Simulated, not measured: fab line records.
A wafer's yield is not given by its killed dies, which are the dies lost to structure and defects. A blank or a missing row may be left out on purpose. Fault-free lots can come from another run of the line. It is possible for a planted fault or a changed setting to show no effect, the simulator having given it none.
Split-lot study ; flow n5 finfet ; 21 wafers read across 7 lots, on a route 1938 steps long

## ON THE SPLIT
At N5_ZERO_LAYER_PECVD_02 (deposits SiO2 from SiH4/N2O, target thk 10 nm, time 6 s), the setting time s was moved away from the recipe's 6 s on 10 of the 21 wafers read, by -14.1% to +13.2%. The other wafers ran this setting at the recipe's value.

The split's own step is where the reading is taken.

## THE READING
SiO2_of_ZERO_LAYER_PECVD_02.thk nm (the simulator's own value, which no gauge read), in nm, at N5_ZERO_LAYER_PECVD_02 (deposits SiO2 from SiH4/N2O, target thk 10 nm, time 6 s). The file gives no usual value for it. Here, 11 wafers ran the recipe; their average is 9.949 nm with a standard deviation of 0.22 nm.

wafer;tool, chamber at the split;time s as run, s;against the recipe;SiO2_of_ZERO_LAYER_PECVD_02.thk nm, nm;against lot-mates on the recipe
L074.1;pecvd-04, 1;6;recipe;10.05;-
L074.5;pecvd-04, 0;6;recipe;10.15;-
L074.6;pecvd-04, 1;6.793;+13.2%;11.42;+1.320
L079.2;pecvd-01, 2;6;recipe;9.537;-
L079.3;pecvd-01, 0;5.177;-13.7%;8.879;-0.658
L079.5;pecvd-01, 2;5.177;-13.7%;8.612;-0.925
L082.1;pecvd-03, 1;6;recipe;9.696;-
L082.2;pecvd-03, 2;6.599;+10.0%;10.83;+1.111
L082.3;pecvd-03, 0;6;recipe;9.742;-
L084.2;pecvd-03, 1;6.743;+12.4%;11.02;+1.055
L084.3;pecvd-03, 0;6.743;+12.4%;10.87;+0.905
L084.5;pecvd-03, 1;6;recipe;9.965;-
L086.1;pecvd-03, 2;5.508;-8.2%;9.075;-0.839
L086.2;pecvd-03, 1;6;recipe;9.914;-
L086.6;pecvd-03, 0;5.508;-8.2%;9.153;-0.761
L091.1;pecvd-04, 1;6;recipe;10.01;-
L091.3;pecvd-04, 2;5.153;-14.1%;8.96;-1.050
L091.5;pecvd-04, 1;5.153;-14.1%;8.7;-1.310
L095.1;pecvd-04, 0;6;recipe;10.01;-
L095.2;pecvd-04, 2;6;recipe;9.969;-
L095.4;pecvd-04, 2;6;recipe;10.4;-

FIT RESULTS
A straight line over all 21 wafers: SiO2_of_ZERO_LAYER_PECVD_02.thk nm changes by +0.0882 nm for each +1% of time s; r = +0.97; the points scatter about the line by 0.2 nm.
The same after taking each lot's own level away (the mean of its wafers on the recipe; 21 wafers): +0.0818 nm for each +1%; r = +0.97; scatter 0.17 nm.
According to that fit, moving time s by its largest amount changes the reading by 1.2 nm.
Across the lots, their own levels run from 9.5370 to 10.1263 nm, a range of 2.7 times the standard deviation given above.
The two slopes are in agreement: the lot-to-lot level therefore moves the slope only a little.
Check: -1.13 nm against its lot-mates is what the line predicts for one of the wafers moved furthest among these (-14.1%) when that wafer is left out of the fit. It came out at -1.05 nm against them.

## THE FILE'S OWN FIT
SiO2_of_ZERO_LAYER_PECVD_02.thk nm changes by +0.0847 nm for each +1% of time s, r = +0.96.
